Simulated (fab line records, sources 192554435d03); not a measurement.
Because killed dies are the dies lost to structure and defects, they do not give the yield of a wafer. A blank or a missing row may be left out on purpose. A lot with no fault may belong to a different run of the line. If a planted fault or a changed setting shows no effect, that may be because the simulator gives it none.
fab line records	flow n5Finfet
record lots=9	wafers=26	lastDay=17
route steps=1938 shown WELL_APT@55 PMOS_HMC_CHANNEL_EPI@66 BEOL_M4@1111 PASSIVATION@1936
lots with no fault: from the same line, run without faults
startH: start of the lot's first displayed wafer, in hours after the record's first day	waitH: time in hours since the lot's previous step	" repeats the value in the row above	L1.1+2: a row that stands for several wafers	- value missing, or start not given	* or withheld: withheld	< > ~ a bound
route shown NAME@n: a module of which the file shows steps, and the number in the route of the first	usual: mean/standard deviation taken from wafers without a fault	same: alike in all rows	chamber/n: place in a boat	sites: each site's reading	_std_site: their standard deviation	_edge_site: inner sites' mean taken away from outer sites' mean	radiusMm: for every site, how far away it sits from the centre of the wafer	mask NAME#n: copy n	behind: tool/chamber where the wafer was last shaped	hold: cause of the lot's hold/its duration in hours/its outcome	device: names the non-switching transistor (n, p or np)	end of line: tests run on the same wafers once the route is complete	a step without rows: its recipe alone	killed: not the wafer's yield, but the dies lost to structure and defects at the first sort	map: a wafer's dies, marking killed ones x, the rest . and places with no die _
set.NAME: the setting that was run; set.NAME@STEP: the one run at that earlier step	model.NAME: the simulator's own value behind a step, which no gauge read
one table for each step of the route and one row for each wafer, over a sample of lots
services: a tool's chamber out of use, with start hour (startH, from the record's first day; less than 0 if before it), hours out, and reason
## steps
# step N5_WELL_APT_EPI_41
# recipe material=Si	targetThkA=500	tempC=650	precursor=SiH4/H2	pressureTorr=20	timeS=297.7
# usual runLengthS=358/3.4	throttleValvePct=11.09/0.2
lot.wafer	tool	chamber	startH	waitH	runLengthS	throttleValvePct
L404.2	epiRpcvd-03	0	16.23	0.1	355	11.26
L404.3	"	0	"	"	356	11.25
L404.4	"	0	"	"	355	11.26
L405.3	epiRpcvd-03	0	22.15	0.2	355	11.04
L405.4	"	0	"	"	356	11.18
L405.5	"	0	"	"	355	11.18
L408.3	epiRpcvd-01	0	40.26	0.2	355	11.20
L408.5	"	0	"	"	355	10.88
L408.6	"	0	"	"	355	11.06
L412.4	epiRpcvd-03	0	64.95	0.4	364	11.42
L412.6	"	0	"	"	315	11.16
L415.1	epiRpcvd-03	0	82.71	0.0	363	11.31
L415.3	"	0	"	"	315	11.39
L415.5	"	0	"	"	362	11.31
L419.3	epiRpcvd-01	0	106.74	0.2	357	10.94
L419.5	"	0	"	"	356	11.13
L419.6	"	0	"	"	356	10.82
L422.2	epiRpcvd-04	0	124.12	0.1	357	10.93
L422.3	"	0	"	"	356	10.94
L422.4	"	0	"	"	358	10.88
L423.1	epiRpcvd-01	0	130.21	0.0	355	11.02
L423.2	"	0	"	"	356	11.13
L423.4	"	0	"	"	355	10.97
L425.2	epiRpcvd-01	0	142.48	0.2	363	11.08
L425.3	"	0	"	"	364	11.09
L425.4	"	0	"	"	363	10.94
# step N5_PMOS_HMC_CHANNEL_EPI_OVL_MEAS_10
# recipe pointsPerWafer=44
# usual PMOS_HMC_BLK_OVL=0.0/0.81
lot.wafer	tool	chamber	startH	waitH	PMOS_HMC_BLK_OVL[nm]
L404.2	overlay-02	0	17.24	0.0	-0.9
L404.3	"	0	"	"	-1.0
L404.4	"	0	"	"	-1.3
L405.3	overlay-01	0	23.05	0.0	-1.2
L405.4	"	0	"	"	-1.1
L405.5	"	0	"	"	-1.3
L408.3	overlay-01	0	41.17	0.0	-0.5
L408.5	"	0	"	"	-1.6
L408.6	"	0	"	"	-0.1
L412.4	overlay-01	0	65.86	0.0	1.1
L412.6	"	0	"	"	1.1
L415.1	overlay-02	0	84.02	0.0	0.2
L415.3	"	0	"	"	-0.1
L415.5	"	0	"	"	-0.2
L419.3	overlay-02	0	107.67	0.0	-0.7
L419.5	"	0	"	"	0.1
L419.6	"	0	"	"	-0.3
L422.2	overlay-01	0	125.15	0.0	-0.7
L422.3	"	0	"	"	1.0
L422.4	"	0	"	"	-0.6
L423.1	overlay-02	0	131.32	0.0	0.9
L423.2	"	0	"	"	-1.5
L423.4	"	0	"	"	0.2
L425.2	overlay-01	0	143.66	0.0	0.3
L425.3	"	0	"	"	-0.4
L425.4	"	0	"	"	0.7
# step N5_PMOS_HMC_CHANNEL_EPI_ETCH_32
# recipe chemistry=N2/H2	target=BARC	stopOn=SiO2	targetDepthA=858	overEtchFrac=0.3	timeS=50.3	ionEnergyEv=200	maskMaterial=CAR-ArF-block	pressureMtorr=30	sourceW=840	biasW=150	n2FlowSccm=200	h2FlowSccm=200
# usual drypumpMotorCurrentA=5.8/0.47	h2FlowSccm=200.0/0.64	oesProductAu=0.67/0.073	rfFwdPowerW=831/4.3	rfVppV=522.9/1.6	showerheadPlenumPTorr=2.50/0.051	throttleValvePct=17.97/0.28
lot.wafer	tool	chamber	startH	waitH	drypumpMotorCurrentA	h2FlowSccm	oesProductAu	rfFwdPowerW	rfHoursCounterH	rfVppV	showerheadPlenumPTorr	throttleValvePct
L404.2	rieDiel-03	0	18.01	0.0	6.0	200.5	0.59	825	240	525.4	2.61	18.34
L404.3	"	1	"	"	5.7	199.6	0.62	836	182	523.1	2.53	18.36
L404.4	"	3	"	"	5.0	200.8	0.64	832	156	521.4	2.43	17.92
L405.3	rieDiel-03	3	23.15	0.0	5.0	199.7	0.65	840	158	521.9	2.43	17.89
L405.4	"	1	"	"	5.7	200.0	0.62	838	184	524.0	2.53	18.35
L405.5	"	1	"	"	5.7	200.4	0.62	835	-	524.1	2.53	18.36
L408.3	rieDiel-03	2	41.26	0.0	5.6	199.6	0.65	835	145	523.3	2.54	18.15
L408.5	"	1	"	"	5.7	200.5	0.62	836	-	523.9	2.53	18.37
L408.6	"	3	"	"	5.0	199.6	0.64	831	-	520.3	2.43	17.90
L412.4	rieDiel-01	1	65.97	0.0	5.8	200.9	0.80	820	-	523.1	2.47	17.45
L412.6	"	3	"	"	6.7	199.1	0.66	834	-	525.3	2.56	17.84
L415.1	rieDiel-06	0	84.11	0.0	6.2	199.8	0.79	833	18	522.5	2.49	17.57
L415.3	"	3	"	"	5.0	200.2	0.66	835	141	522.7	2.44	17.92
L415.5	"	3	"	"	5.0	200.5	0.65	835	-	521.7	2.44	17.92
L419.3	rieDiel-01	1	107.76	0.0	5.9	199.3	0.77	831	39	523.2	2.47	17.48
L419.5	"	1	"	"	5.9	199.2	0.78	829	-	523.2	2.47	17.51
L419.6	"	2	"	"	6.1	200.1	0.57	831	-	524.0	2.51	18.39
L422.2	rieDiel-01	3	125.33	0.0	6.7	200.4	0.65	831	139	523.2	2.55	17.88
L422.3	"	2	"	"	6.0	199.9	0.57	832	243	522.4	2.51	18.40
L422.4	"	1	"	"	5.9	199.9	0.77	826	-	522.7	2.47	17.52
L423.1	rieDiel-03	2	131.41	0.0	5.6	200.4	0.63	837	176	523.1	2.53	18.20
L423.2	"	1	"	"	5.7	199.3	0.60	835	217	523.9	2.52	18.41
L423.4	"	3	"	"	5.0	200.4	0.62	835	196	519.0	2.42	17.95
L425.2	rieDiel-01	3	143.76	0.0	6.7	200.3	0.64	835	146	523.7	2.55	17.90
L425.3	"	1	"	"	5.9	199.3	0.75	829	51	521.7	2.46	17.50
L425.4	"	0	"	"	6.1	200.4	0.82	836	-	522.5	2.49	17.62
# step N5_PMOS_HMC_CHANNEL_EPI_EPI_26
# recipe material=Si	targetThkA=38	tempC=650	precursor=SiH4/H2	pressureTorr=20	timeS=22.7
# usual throttleValvePct=11.09/0.22
lot.wafer	tool	chamber	startH	waitH	throttleValvePct
L404.2	epiRpcvd-02	0	20.44	0.1	10.87
L404.3	"	0	"	"	10.74
L404.4	"	0	"	"	10.70
L405.3	epiRpcvd-03	0	25.99	0.1	11.45
L405.4	"	0	"	"	11.16
L405.5	"	0	"	"	11.09
L408.3	epiRpcvd-03	0	43.70	0.1	11.09
L408.5	"	0	"	"	11.15
L408.6	"	0	"	"	10.92
L412.4	epiRpcvd-03	0	68.56	0.3	10.96
L412.6	"	0	"	"	10.99
L415.1	epiRpcvd-01	0	86.44	0.0	11.06
L415.3	"	0	"	"	10.77
L415.5	"	0	"	"	11.29
L419.3	epiRpcvd-01	0	110.23	0.2	10.99
L419.5	"	0	"	"	10.84
L419.6	"	0	"	"	10.95
L422.2	epiRpcvd-01	0	127.72	0.1	11.00
L422.3	"	0	"	"	10.77
L422.4	"	0	"	"	11.30
L423.1	epiRpcvd-03	0	134.65	0.0	11.41
L423.2	"	0	"	"	11.15
L423.4	"	0	"	"	11.34
L425.2	epiRpcvd-02	0	146.22	0.1	10.83
L425.3	"	0	"	"	10.95
L425.4	"	0	"	"	10.74
# step N5_BEOL_M4_RC_MEAS_101
# usual CJ_N=4.38/0.091	CJ_P=5.85/0.16	DIBL_N=35.8/1.8	DIBL_P=35.9/2.2	IOFF_N=0.16/0.035	IOFF_P=0.21/0.04	ION_N=672/11	ION_P=461/7.4	RS_NWELL=1038/7.1	RS_PWELL=3018/21	SS_N=71.4/0.64	SS_P=73.2/0.67	VT_N=250/3.5	VT_P=-251/3.4
lot.wafer	tool	chamber	startH	waitH	CJ_N	CJ_P	DIBL_N[mV/V]	DIBL_P[mV/V]	IOFF_N[nA/um]	IOFF_P[nA/um]	ION_N[uA/um]	ION_P[uA/um]	RS_NWELL[ohm/sq]	RS_PWELL[ohm/sq]	SS_N[mV/dec]	SS_P[mV/dec]	VT_N[mV]	VT_P[mV]
L404.2	prober-02	0	163.66	0.2	4.35	6.05	35.0	34.4	0.15	0.16	664	450	1045	2993	71.5	73.0	250	-254
L404.3	"	0	"	"	4.38	6.03	35.8	36.3	0.17	0.19	691	467	1038	3031	72.1	73.8	248	-252
L404.4	"	0	"	"	4.34	6.05	35.0	35.2	0.15	0.17	671	459	1033	3014	72.0	72.7	248	-252
L405.3	prober-01	0	183.41	0.3	4.40	5.82	34.9	36.2	0.17	0.23	675	468	1047	3024	71.4	74.0	247	-246
L405.4	"	0	"	"	4.42	6.06	32.9	34.3	0.14	0.20	669	463	1045	3025	71.4	72.7	250	-250
L405.5	"	0	"	"	4.43	6.04	34.9	36.9	0.17	0.25	677	476	1050	3010	71.0	72.8	245	-246
L408.3	prober-02	0	188.64	0.3	4.25	5.96	37.6	39.3	0.21	0.27	679	467	1041	3005	72.1	73.9	247	-246
L408.5	"	0	"	"	4.37	5.99	34.5	35.6	0.15	0.21	670	459	1038	2995	71.0	72.9	250	-247
L408.6	"	0	"	"	4.40	6.06	35.5	37.1	0.17	0.24	676	473	1035	2983	71.4	73.0	251	-248
L412.4	prober-02	0	214.06	0.5	4.45	5.96	36.3	36.0	0.15	0.18	663	455	1041	3021	71.7	73.6	251	-253
L412.6	"	0	"	"	4.94	4.65	35.4	36.8	0.13	0.20	650	461	1060	3165	70.9	73.7	251	-250
L415.1	prober-02	0	238.77	0.0	4.35	5.40	35.6	35.6	0.14	0.18	674	455	1050	3077	71.6	73.2	249	-251
L415.3	"	0	"	"	4.86	4.65	38.0	39.6	0.18	0.25	666	461	1053	3170	72.0	73.4	250	-249
L415.5	"	0	"	"	4.39	5.62	37.0	37.5	0.18	0.21	685	465	1050	3072	72.7	73.6	249	-250
L419.3	prober-02	0	277.37	0.3	4.45	5.94	37.4	36.8	0.21	0.27	697	478	1039	3026	71.8	73.6	245	-244
L419.5	"	0	"	"	4.44	6.00	39.5	40.4	0.25	0.34	702	486	1043	3017	72.1	73.8	242	-243
L419.6	"	0	"	"	4.38	5.95	34.0	33.2	0.13	0.20	667	462	1033	3027	70.4	72.5	252	-247
L422.2	prober-01	0	280.65	0.2	4.34	5.97	37.3	36.3	0.18	0.21	672	458	1030	2973	72.0	73.2	248	-251
L422.3	"	0	"	"	4.33	5.67	37.0	35.8	0.16	0.20	682	464	1036	2997	70.6	73.4	249	-251
L422.4	"	0	"	"	4.18	5.69	32.9	31.6	0.11	0.15	661	456	1026	2990	70.9	72.5	252	-256
L423.1	prober-01	0	284.90	0.0	4.36	5.94	37.0	36.5	0.16	0.22	673	455	1034	3001	71.6	73.1	251	-249
L423.2	"	0	"	"	4.39	5.86	37.4	37.5	0.17	0.26	670	462	1050	3023	71.8	74.1	248	-245
L423.4	"	0	"	"	4.37	5.82	36.3	36.1	0.17	0.22	671	463	1047	2980	71.5	73.4	250	-247
L425.2	prober-01	0	287.94	0.2	4.54	5.71	37.1	37.8	0.17	0.21	679	458	1047	3043	72.1	74.1	246	-251
L425.3	"	0	"	"	4.41	5.66	36.5	36.8	0.15	0.20	674	468	1047	3022	71.4	73.9	251	-255
L425.4	"	0	"	"	4.46	5.97	33.7	32.5	0.11	0.15	660	454	1050	3052	70.9	72.8	255	-255
# step N5_PASSIVATION_PROBE_49
# usual defectLimitedYield=91.0/1.5	killed_at_M0_to_M3=34/9.1	killed_at_M4_up=14/5.7	killedAtContacts=13/5.7	killedAtFrontEnd=42/12	killedAtOther=4/3.4	killedDies=106/17	killedOpen=70/13	killedShort=34/7.5	sort_bin_5_function=5.2/0.94	sort_bin_6_memory=3.4/0.69	sort_bin_8_speed=0.00/0.029	sortNPass=1074/17	sortYieldPct=91.0/1.5
# same grossDies=1180	killedAtBackSide=0	sort_bin_4_leakage[%]=0
lot.wafer	tool	chamber	startH	waitH	defectLimitedYield[%]	killed_at_M0_to_M3	killed_at_M4_up	killedAtContacts	killedAtFrontEnd	killedAtOther	killedDies	killedOpen	killedShort	sort_bin_5_function[%]	sort_bin_6_memory[%]	sort_bin_8_speed[%]	sortNPass	sortYieldPct[%]
L422.2	prober-01	-	380.92	0.1	92.2	20	17	19	35	1	92	66	26	4.2	3.3	0	1088	92.2
L422.3	prober-01	-	380.97	0.1	89.9	36	11	14	48	10	119	79	39	6.1	3.9	0	1061	89.9
L422.4	prober-01	-	381.02	0.2	91.3	35	12	13	42	1	103	72	31	5.5	3.1	0	1077	91.3
# killed by level:class
L422.2 MOL_CONTACT_COAG:geometricParticle:open=14 BEOL_M7:geometricParticle:open=7 FIN_SAQP:geometricParticle:open=6 BEOL_M1:geometricParticle:open=6 FIN_SAQP:geometricParticle:short=5 STI_FIN_REVEAL:geometricParticle:open=5 MOL_CONTACT_COAG:geometricParticle:short=5 DUMMY_GATE:geometricParticle:open=4
L422.3 FIN_SAQP:geometricParticle:open=12 MOL_CONTACT_COAG:geometricParticle:open=12 BEOL_M1:geometricParticle:open=9 FIN_SAQP:geometricParticle:short=8 BEOL_M1:geometricParticle:short=8 DUMMY_GATE:geometricParticle:open=5 BEOL_M2:geometricParticle:open=5 BEOL_M3:geometricParticle:open=5
L422.4 FIN_SAQP:geometricParticle:open=12 MOL_CONTACT_COAG:geometricParticle:open=10 FIN_SAQP:geometricParticle:short=9 STI_FIN_REVEAL:geometricParticle:open=8 BEOL_M0_SAQP:geometricParticle:short=7 BEOL_M1:geometricParticle:open=7 BEOL_M2:geometricParticle:open=7 BEOL_M3:geometricParticle:open=5
## services
tool	chamber	startH	hours	kind
epiRpcvd-04	-	-7.56	4.3	pm
rieDiel-06	0	8.62	-	clean
rieDiel-06	0	8.62	-	consumableReplace:focusRing
rieDiel-06	0	8.62	19.5	scheduledDown
rieDiel-06	0	8.62	19.5	ventCycle
rieDiel-03	0	25.76	27.0	repair
epiRpcvd-04	-	27.26	1.6	repair
epiRpcvd-01	-	37.48	1.3	repair
epiRpcvd-02	-	39.03	0.5	repair
rieDiel-01	2	60.91	23.0	repair
rieDiel-01	-	62.44	2.8	pm
rieDiel-06	1	71.21	24.2	repair
rieDiel-03	0	77.62	-	clean
rieDiel-03	0	77.62	-	consumableReplace:focusRing
rieDiel-01	0	103.00	-	clean
rieDiel-01	0	103.00	-	consumableReplace:focusRing
rieDiel-01	0	103.00	27.2	scheduledDown
rieDiel-01	0	103.00	27.2	ventCycle
rieDiel-03	1	103.40	9.8	repair
epiRpcvd-04	-	143.50	2.8	pm
rieDiel-01	2	143.72	-	clean
rieDiel-01	2	143.72	-	consumableReplace:focusRing
rieDiel-01	2	143.72	12.9	scheduledDown
rieDiel-01	2	143.72	12.9	ventCycle
## key
firstSign step=N5_WELL_APT_EPI_41	reading=runLengthS	direction=down	sigmas=13	usual=*	struck=*
effect step=N5_BEOL_M4_RC_MEAS_101	reading=CJ_P	direction=down	sigmas=7.4	usual=5.85	struck=4.65
effect step=N5_BEOL_M4_RC_MEAS_101	reading=RS_PWELL	direction=up	sigmas=7.2	usual=3018	struck=3168
effect step=N5_BEOL_M4_RC_MEAS_101	reading=CJ_N	direction=up	sigmas=5.7	usual=4.38	struck=4.90
effect step=N5_BEOL_M4_RC_MEAS_101	reading=RS_NWELL	direction=up	sigmas=2.6	usual=1038	struck=1057
metAt N5_WELL_APT_EPI_41
struckLots L412,L415
struckWafers L412.6,L415.3
notActingAt N5_PMOS_HMC_CHANNEL_EPI_OVL_MEAS_10,N5_PMOS_HMC_CHANNEL_EPI_ETCH_32,N5_PMOS_HMC_CHANNEL_EPI_EPI_26
onsetBetween 22.15 64.95
fault kind=processParameterDrift	tool=epiRpcvd-03	chamber=-	onsetH=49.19	steps=N5_WELL_APT_EPI_41	channel=timeS	offset=*	shape=step	endH=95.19	scope=struckWafersOnly	actsIn=*	stated=*
